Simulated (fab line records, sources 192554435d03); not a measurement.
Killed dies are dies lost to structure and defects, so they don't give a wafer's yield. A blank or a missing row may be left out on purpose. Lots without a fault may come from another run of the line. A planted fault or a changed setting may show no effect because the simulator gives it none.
Which tool did it? | flow n5_finfet | 9 lots, 27 wafers sampled, at 3 steps of a route of 1938

WHAT THE GAUGES READ, wafer by wafer
N5_BEOL_M4_THK_MEAS_01.
lot  | measured     | on            | M4_ILD_THK (nm)
L978 | day 8 18:53  | film_metro-01 | 80.6 80.3 82.0
L980 | day 9 07:32  | film_metro-02 | 77.4 77.9 80.0
L986 | day 11 10:55 | film_metro-02 | 78.7 80.3 79.1
L988 | day 11 12:53 | film_metro-02 | 78.8 80.3 81.3
L990 | day 12 06:52 | film_metro-02 | 78.7 79.4 81.1
L991 | day 12 15:40 | film_metro-02 | 77.7 78.9 79.8
L992 | day 12 23:01 | film_metro-02 | 77.4 79.2 80.6
L995 | day 13 08:40 | film_metro-01 | 78.4 78.1 79.0
L994 | day 13 14:04 | film_metro-01 | 76.8 78.4 78.4

WHICH TOOL RAN EACH LOT (tool, then ch and the chambers of the sampled wafers, then the start)
lot  | N5_BEOL_M3_CMP_52             | N5_BEOL_M3_PRE_CLEAN_60
L978 | cmp-01 ch 0,1,3, day 8 18:16  | cvd_co-02 ch 0,1,2, day 8 18:33
L980 | cmp-02 ch 0,1,3, day 9 06:53  | cvd_co-02 ch 0,1,2, day 9 07:11
L986 | cmp-01 ch 0,2, day 11 10:16   | cvd_co-01 ch 0,1, day 11 10:34
L988 | cmp-03 ch 1,2,3, day 11 12:16 | cvd_co-01 ch 0,1, day 11 12:31
L990 | cmp-01 ch 0,2, day 12 05:56   | cvd_co-02 ch 0,2, day 12 06:16
L991 | cmp-02 ch 0,3, day 12 14:51   | cvd_co-01 ch 0,1,2, day 12 15:17
L992 | cmp-01 ch 0,1,2, day 12 22:22 | cvd_co-02 ch 0,1,2, day 12 22:39
L995 | cmp-02 ch 0,1,3, day 13 07:58 | cvd_co-01 ch 0,1,2, day 13 08:19
L994 | cmp-01 ch 0,1,3, day 13 12:38 | cvd_co-02 ch 0,2, day 13 13:42
- N5_BEOL_M3_CMP_52: polishes, stops on SiOC, t overpolish 6.8 s, target thk 40 nm.
- N5_BEOL_M3_PRE_CLEAN_60: time 15 s.

THE ANSWER, worked out from the rows above alone
Rule: what is usual is taken from the lots themselves. Put in order of their means at a reading, lots are off if they are a third of the lots or fewer, leave a main group of 4 or more, and stand apart from it by a gap of 3 or more times the standard deviation of the main group's means; of several such gaps the widest counts. A main group whose means are all the same, to the digits that the tables above print for the reading, isn't used. A lot without any number at a reading at which 4 lots or more have one is off too. The other lots that the step has rows for count as sound.
No lot is off at any reading shown: from this, nothing can be told.

WHAT THE SIMULATOR HAD PUT IN
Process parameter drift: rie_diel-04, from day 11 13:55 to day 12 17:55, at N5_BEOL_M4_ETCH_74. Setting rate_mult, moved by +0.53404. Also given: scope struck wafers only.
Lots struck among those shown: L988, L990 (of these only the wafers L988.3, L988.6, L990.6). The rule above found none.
